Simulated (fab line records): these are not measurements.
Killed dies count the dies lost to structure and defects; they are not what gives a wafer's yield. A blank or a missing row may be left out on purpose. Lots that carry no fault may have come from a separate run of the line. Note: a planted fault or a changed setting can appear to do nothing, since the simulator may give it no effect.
What tool caused it? | flow nandHarc | 24 lots with 72 wafers sampled at 4 steps, on a route of 1302 steps

## WHAT THE GAUGES READ, wafer by wafer
NHARC_A_CONTACT_CD_MEAS_53. Usual: cdNm at 289.3 nm, with a standard deviation of 0.87.
lot  | measured     | on       | cdNm (nm)         | flag
L074 | day 21 11:49 | cdSem-03 | 289.9 290.1 289.7 | 
L075 | day 21 12:13 | cdSem-03 | 289.5 289.1 289.5 | 
L076 | day 22 08:48 | cdSem-02 | 288.7 289.2 288.8 | 
L078 | day 22 20:41 | cdSem-03 | 289.1 289.1 289.2 | 
L077 | day 22 20:58 | cdSem-01 | 287.4 287.9 287.7 | 
L080 | day 23 11:13 | cdSem-01 | 287.5 288.0 287.7 | 
L079 | day 23 11:34 | cdSem-03 | 290.9 290.4 290.5 | 
L081 | day 24 12:51 | cdSem-01 | 289.2 289.7 289.0 | 
L083 | day 25 02:49 | cdSem-01 | 290.3 290.5 290.6 | 
L082 | day 25 06:46 | cdSem-01 | 289.9 290.2 289.7 | 
L085 | day 25 19:19 | cdSem-03 | 288.9 289.2 288.9 | 
L084 | day 25 20:37 | cdSem-01 | 289.4 288.8 288.8 | 
L086 | day 26 10:59 | cdSem-01 | 289.2 290.0 290.4 | 
L087 | day 26 11:50 | cdSem-02 | 288.9 289.4 289.3 | 
L088 | day 27 05:58 | cdSem-01 | 289.9 289.7 289.3 | 
L089 | day 27 06:59 | cdSem-01 | 288.5 290.2 289.5 | 
L090 | day 28 16:01 | cdSem-03 | 289.4 290.1 291.0 | 
L091 | day 28 21:57 | cdSem-03 | 289.3 289.0 289.1 | 
L093 | day 29 01:40 | cdSem-02 | 288.0 289.5 289.4 | 
L092 | day 29 12:29 | cdSem-02 | 289.0 288.9 289.3 | 
L094 | day 29 17:31 | cdSem-03 | 288.7 288.5 288.8 | 
L095 | day 30 07:28 | cdSem-03 | 290.2 289.3 290.3 | 
L096 | day 30 19:18 | cdSem-02 | 291.5 291.1 289.9 | 
L097 | day 31 01:27 | cdSem-02 | 287.9 287.8 288.5 | 

## WHAT TOOL EACH LOT RAN ON (gives the tool, then ch and the chambers of the sampled wafers, and finally the start)
lot  | NHARC_A_CONTACT_ETCH_118           | NHARC_A_CONTACT_ETCH_122           | NHARC_A_CONTACT_ETCH_90
L074 | harCapEtch-01 ch 0,1, day 21 09:50 | harCapEtch-01 ch 0,1, day 21 10:31 | rieDiel-08 ch 0,1,2, day 21 11:37
L075 | harCapEtch-02 ch 0,1, day 21 10:10 | harCapEtch-02 ch 0,1, day 21 10:50 | rieDiel-12 ch 0,2,3, day 21 11:59
L076 | harCapEtch-02 ch 0,1, day 22 06:44 | harCapEtch-02 ch 0,1, day 22 07:25 | rieDiel-08 ch 1,3, day 22 08:36
L078 | harCapEtch-02 ch 0,1, day 22 18:29 | harCapEtch-02 ch 0,1, day 22 19:11 | rieDiel-08 ch 0,2, day 22 20:28
L077 | harCapEtch-03 ch 0,1, day 22 18:52 | harCapEtch-03 ch 0,1, day 22 19:33 | rieDiel-08 ch 0,1,3, day 22 20:44
L080 | harCapEtch-01 ch 0,1, day 23 09:13 | harCapEtch-01 ch 0,1, day 23 09:54 | rieDiel-08 ch 1,2,3, day 23 11:02
L079 | harCapEtch-02 ch 0, day 23 09:31   | harCapEtch-02 ch 0, day 23 10:12   | rieDiel-08 ch 2,3, day 23 11:20
L081 | harCapEtch-03 ch 0,1, day 24 10:50 | harCapEtch-03 ch 0,1, day 24 11:32 | rieDiel-12 ch 2,3, day 24 12:38
L083 | harCapEtch-02 ch 0,1, day 25 00:46 | harCapEtch-02 ch 0,1, day 25 01:27 | rieDiel-03 ch 0,2, day 25 02:37
L082 | harCapEtch-03 ch 0, day 25 04:44   | harCapEtch-03 ch 0, day 25 05:25   | rieDiel-08 ch 2,3, day 25 06:34
L085 | harCapEtch-01 ch 0,1, day 25 17:19 | harCapEtch-01 ch 0,1, day 25 17:59 | rieDiel-08 ch 0,1, day 25 19:06
L084 | harCapEtch-02 ch 0,1, day 25 18:07 | harCapEtch-02 ch 0,1, day 25 19:01 | rieDiel-12 ch 0,2,3, day 25 20:24
L086 | harCapEtch-01 ch 0,1, day 26 08:56 | harCapEtch-01 ch 0,1, day 26 09:37 | rieDiel-08 ch 0,1,2, day 26 10:46
L087 | harCapEtch-02 ch 0,1, day 26 09:49 | harCapEtch-02 ch 0,1, day 26 10:29 | rieDiel-12 ch 0,1, day 26 11:37
L088 | harCapEtch-01 ch 0,1, day 27 03:55 | harCapEtch-01 ch 0,1, day 27 04:36 | rieDiel-08 ch 1,3, day 27 05:46
L089 | harCapEtch-03 ch 0,1, day 27 04:59 | harCapEtch-03 ch 0,1, day 27 05:41 | rieDiel-08 ch 0,2, day 27 06:47
L090 | harCapEtch-02 ch 0,1, day 28 13:59 | harCapEtch-02 ch 0,1, day 28 14:39 | rieDiel-03 ch 0,1,3, day 28 15:50
L091 | harCapEtch-01 ch 0,1, day 28 19:55 | harCapEtch-01 ch 0,1, day 28 20:36 | rieDiel-03 ch 2,3, day 28 21:44
L093 | harCapEtch-03 ch 0,1, day 28 23:37 | harCapEtch-03 ch 0,1, day 29 00:19 | rieDiel-03 ch 0,2,3, day 29 01:27
L092 | harCapEtch-01 ch 1, day 29 10:23   | harCapEtch-01 ch 1, day 29 11:04   | rieDiel-03 ch 1,2, day 29 12:11
L094 | harCapEtch-02 ch 0,1, day 29 15:27 | harCapEtch-02 ch 0,1, day 29 16:08 | rieDiel-12 ch 1,2, day 29 17:17
L095 | harCapEtch-02 ch 0,1, day 30 05:31 | harCapEtch-02 ch 0,1, day 30 06:11 | rieDiel-03 ch 2,3, day 30 07:16
L096 | harCapEtch-02 ch 0,1, day 30 17:18 | harCapEtch-02 ch 0,1, day 30 17:59 | rieDiel-08 ch 1,2,3, day 30 19:06
L097 | harCapEtch-01 ch 0,1, day 30 23:29 | harCapEtch-01 ch 0,1, day 31 00:10 | rieDiel-12 ch 0,2,3, day 31 01:16
- NHARC_A_CONTACT_ETCH_118: etches the open film in C4F8/O2/Ar, time 190 s, target depth 1850 nm.
- NHARC_A_CONTACT_ETCH_122: etches the open film in C4F8/O2/Ar, time 190 s, target depth 1850 nm.
- NHARC_A_CONTACT_ETCH_90: etches the open film in CH3F/O2, target depth 40 nm, time 85.7 s.

## AS READ BY THE TOOLS THEMSELVES (means over the sampled wafers that have a number; for cases with no such wafer, the mark the record gives instead)
NHARC_A_CONTACT_ETCH_90. Usual: drypumpMotorCurrentA 5.5 A, standard deviation 0.35; oesProductAu 0.96 a.u., standard deviation 0.039; rfVppV 244.6 V, standard deviation 1.6; showerheadPlenumPTorr 2.48 Torr, standard deviation 0.1; throttleValvePct 20.662 %, standard deviation 0.0088.
lot  | tool       | drypumpMotorCurrentA (A) | oesProductAu (a.u.) | rfVppV (V) | showerheadPlenumPTorr (Torr) | throttleValvePct (%) | flag
L074 | rieDiel-08 | 5.6                      | 1.00                | 244.6      | 2.47                         | 20.664               | 
L075 | rieDiel-12 | 5.6                      | 0.92                | 245.3      | 2.61                         | 20.659               | 
L076 | rieDiel-08 | 5.2                      | 0.93                | 245.6      | 2.53                         | 20.660               | 
L078 | rieDiel-08 | 5.6                      | 0.92                | 243.8      | 2.43                         | 20.660               | 
L077 | rieDiel-08 | 5.4                      | 0.93                | 245.9      | 2.52                         | 20.653               | 
L080 | rieDiel-08 | 5.4                      | 0.92                | 244.0      | 2.47                         | 20.662               | 
L079 | rieDiel-08 | 5.5                      | 0.92                | 243.1      | 2.37                         | 20.667               | 
L081 | rieDiel-12 | 5.5                      | 0.93                | 245.3      | 2.58                         | 20.656               | 
L083 | rieDiel-03 | 5.1                      | 0.94                | 242.4      | 2.37                         | 20.664               | 
L082 | rieDiel-08 | 5.5                      | 0.99                | 243.7      | 2.37                         | 20.668               | 
L085 | rieDiel-08 | 5.6                      | 0.93                | 245.0      | 2.52                         | 20.657               | 
L084 | rieDiel-12 | 5.6                      | 1.00                | 244.9      | 2.60                         | 20.673               | 
L086 | rieDiel-08 | 5.6                      | 1.01                | 244.1      | 2.46                         | 20.666               | 
L087 | rieDiel-12 | 5.9                      | 0.93                | 246.2      | 2.54                         | 20.664               | 
L088 | rieDiel-08 | 5.4                      | 0.92                | 246.1      | 2.55                         | 20.656               | 
L089 | rieDiel-08 | 5.6                      | 1.00                | 243.6      | 2.42                         | 20.662               | 
L090 | rieDiel-03 | 5.7                      | 1.01                | 245.0      | 2.45                         | 20.655               | 
L091 | rieDiel-03 | 5.1                      | 0.93                | 243.9      | 2.45                         | 20.665               | 
L093 | rieDiel-03 | 5.3                      | 1.01                | 243.8      | 2.45                         | 20.664               | 
L092 | rieDiel-03 | 5.2                      | 1.00                | 243.5      | 2.38                         | 20.663               | 
L094 | rieDiel-12 | 5.9                      | 1.01                | 246.1      | 2.55                         | 20.664               | 
L095 | rieDiel-03 | 5.4                      | 1.01                | 244.9      | 2.52                         | 20.667               | 
L096 | rieDiel-08 | 5.4                      | 0.92                | 243.9      | 2.44                         | 20.670               | 
L097 | rieDiel-12 | 5.6                      | 0.93                | 246.1      | 2.59                         | 20.658               | 

## THE ANSWER, worked out from the rows above alone
Rule: a lot counts as off when the mean over its wafers that have a number is more than 3 standard deviations away from the usual mean. Also off: a lot with no number at a reading for which 4 or more lots have one. Where the step has rows for the other lots, those lots are counted as sound. The gauges are gone through in route order, then the tools' own readings, and for those a lot's mean is taken as printed above. At the first step where some lot is off, the reading lying furthest off is the one used; lots without a number count as furthest.
None of the lots is off at any reading shown; this tells nothing.

## WHAT THE SIMULATOR HAD INSERTED
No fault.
